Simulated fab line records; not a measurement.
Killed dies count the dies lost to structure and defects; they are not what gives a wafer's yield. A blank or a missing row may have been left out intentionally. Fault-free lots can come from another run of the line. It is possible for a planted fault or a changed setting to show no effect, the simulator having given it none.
Chamber matching + flow nand-harc + 4 sister chambers for NHARC_A_CHANNEL_HOLE_D1_ETCH_38 on rie-diel-10
The step etches the open film in CF4, target depth 39 nm, time 65 s. 4 wafers are shown with their chamber, then 11 later ones without.

## EACH WAFER AND ITS CHAMBER
| wafer  | chamber | rf-vpp-V (V) |
|--------|---------|--------------|
| L081.6 | 1       | 148.8        |
| L081.1 | 3       | 155.4        |
| L081.5 | 2       | 149.9        |
| L083.2 | 0       | 150.3        |

## WAFERS WITH NO CHAMBER GIVEN
| wafer  | rf-vpp-V (V) |
|--------|--------------|
| L083.5 | 152.9        |
| L083.6 | 150.8        |
| L084.2 | 149.9        |
| L084.3 | 149.9        |
| L084.5 | 149.3        |
| L086.1 | 150.3        |
| L086.2 | 150.7        |
| L086.5 | 151.0        |
| L091.2 | 149.0        |
| L091.4 | 150.4        |
| L091.6 | 149.5        |

## WHICH CHAMBER EACH ONE RAN IN
| wafer  | from the rows above               | in truth |
|--------|-----------------------------------|----------|
| L083.5 | can't be placed: 3 or 0 or 2 or 1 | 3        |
| L083.6 | can't be placed: 0 or 2 or 1      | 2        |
| L084.2 | can't be placed: 2 or 0 or 1      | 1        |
| L084.3 | can't be placed: 2 or 0 or 1      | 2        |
| L084.5 | can't be placed: 1 or 2 or 0      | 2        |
| L086.1 | can't be placed: 0 or 2 or 1      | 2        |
| L086.2 | can't be placed: 0 or 2 or 1      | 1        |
| L086.5 | can't be placed: 0 or 2 or 1      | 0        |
| L091.2 | can't be placed: 1 or 2 or 0      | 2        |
| L091.4 | can't be placed: 0 or 2 or 1      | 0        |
| L091.6 | can't be placed: 2 or 1 or 0      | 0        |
Correctly placed: 0 of 11. These rows do not allow placing 11 (true chamber among the candidates in 11). Number placed wrongly: 0.
How it was worked out, from the rows above alone: a wafer's distance from a chamber is the root of the sum, over the readings, of the square of ((its reading less the chamber's mean) divided by the reading's scatter). The wafer belongs to the nearest chamber; if the next one is less than 2 further off, it can't be placed. A chamber's mean is the mean of its shown wafers. The scatter (one wafer shown for each chamber): square how far every hidden wafer sits from the nearest shown wafer, average those squares and take the square root.
